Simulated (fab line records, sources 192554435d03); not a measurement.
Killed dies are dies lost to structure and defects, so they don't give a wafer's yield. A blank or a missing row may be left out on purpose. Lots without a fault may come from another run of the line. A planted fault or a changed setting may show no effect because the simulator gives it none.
Chamber matching | flow n5_finfet | N5_BEOL_M14_TRENCH_ETCH_34 on rie_diel-05: 4 sister chambers
The step etches SiO2 in C4F8/O2/Ar, target depth 556.65 nm, time 126.9 s. 4 wafers are shown with their chamber, then 11 later ones without.

WAFERS WITH THEIR CHAMBER
wafer  | chamber | drypump_motor_current_A (A)
L082.5 | 0       | 6.0
L083.2 | 2       | 6.6
L086.1 | 3       | 4.9
L090.2 | 1       | 6.4

WAFERS WITHOUT THEIR CHAMBER
wafer  | drypump_motor_current_A (A)
L090.3 | 6.0
L090.5 | 6.3
L088.1 | 6.4
L088.3 | 4.9
L088.4 | 6.0
L093.3 | 6.4
L093.4 | 6.0
L093.6 | 6.4
L095.2 | 4.9
L095.3 | 6.0
L095.4 | 6.6

WHICH CHAMBER EACH WENT THROUGH
wafer  | from the rows above | in truth
L090.3 | 0                   | 0
L090.5 | 1                   | 1
L088.1 | 1                   | 1
L088.3 | 3                   | 3
L088.4 | 0                   | 0
L093.3 | 1                   | 1
L093.4 | 0                   | 0
L093.6 | 1                   | 1
L095.2 | 3                   | 3
L095.3 | 0                   | 0
L095.4 | 2                   | 2
Placed correctly: 11 of 11. Can't be placed from these rows: 0. Placed wrongly: 0.
How it was worked out, from the rows above alone: a wafer's distance from a chamber is the root of the sum, over the readings, of the square of ((its reading less the chamber's mean) divided by the reading's scatter). The wafer belongs to the nearest chamber; if the next one is less than 2 further off, it can't be placed. A chamber's mean is the mean of its shown wafers. The scatter: with one shown wafer a chamber, the root of the mean of the squares of how far each hidden wafer lies from its nearest shown one.
